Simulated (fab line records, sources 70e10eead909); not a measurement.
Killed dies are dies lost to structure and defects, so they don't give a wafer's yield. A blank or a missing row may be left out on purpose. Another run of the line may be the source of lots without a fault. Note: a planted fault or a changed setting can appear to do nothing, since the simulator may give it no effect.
Chamber matching + flow nand harc + pecvd-04 running NHARC_A_ONON_D1_DEP_33: 3 sister chambers
The step deposits SiO2, target thk 200 nm. 6 wafers are shown with their chamber, then 8 later ones without.

## WAFERS, EACH WITH ITS CHAMBER
| wafer  | chamber | heater power w (W) | throttle valve pct (%) |
|--------|---------|--------------------|------------------------|
| L076.1 | 2       | 580                | 16.5                   |
| L080.5 | 2       | 571                | 16.5                   |
| L087.1 | 0       | 649                | 15.0                   |
| L087.4 | 0       | 652                | 15.0                   |
| L087.6 | 1       | 469                | 16.1                   |
| L089.1 | 1       | 418                | 15.7                   |

## WAFERS MISSING THEIR CHAMBER
| wafer  | heater power w (W) | throttle valve pct (%) |
|--------|--------------------|------------------------|
| L089.4 | 438                | 15.6                   |
| L089.5 | 469                | 16.5                   |
| L092.2 | 472                | 15.9                   |
| L092.3 | 551                | 16.5                   |
| L092.4 | 564                | 16.8                   |
| L093.3 | 439                | 16.1                   |
| L093.5 | 451                | 16.1                   |
| L093.6 | 560                | 15.4                   |

## WHICH CHAMBER EACH WENT THROUGH
| wafer  | from the rows above          | in truth |
|--------|------------------------------|----------|
| L089.4 | 1                            | 1        |
| L089.5 | can't be placed: 1 or 2      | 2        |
| L092.2 | 1                            | 1        |
| L092.3 | 2                            | 2        |
| L092.4 | 2                            | 2        |
| L093.3 | 1                            | 1        |
| L093.5 | 1                            | 1        |
| L093.6 | can't be placed: 0 or 1 or 2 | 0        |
Correctly placed: 6 of 8. Cannot be placed on the basis of these rows: 2; the candidates contain the true chamber in 2. Placed wrongly: 0.
How it was worked out, from the rows above alone: a wafer's distance from a chamber is the root of the sum, over the readings, of the square of ((its reading less the chamber's mean) divided by the reading's scatter). If the next closest chamber is less than 2 further off than the closest, the wafer can't be placed; otherwise it belongs to the closest. Each chamber's mean is taken over the wafers shown for it. The scatter: the root of (the sum of the squares of (reading less its chamber's mean) over the shown wafers, divided by (wafers less chambers)).
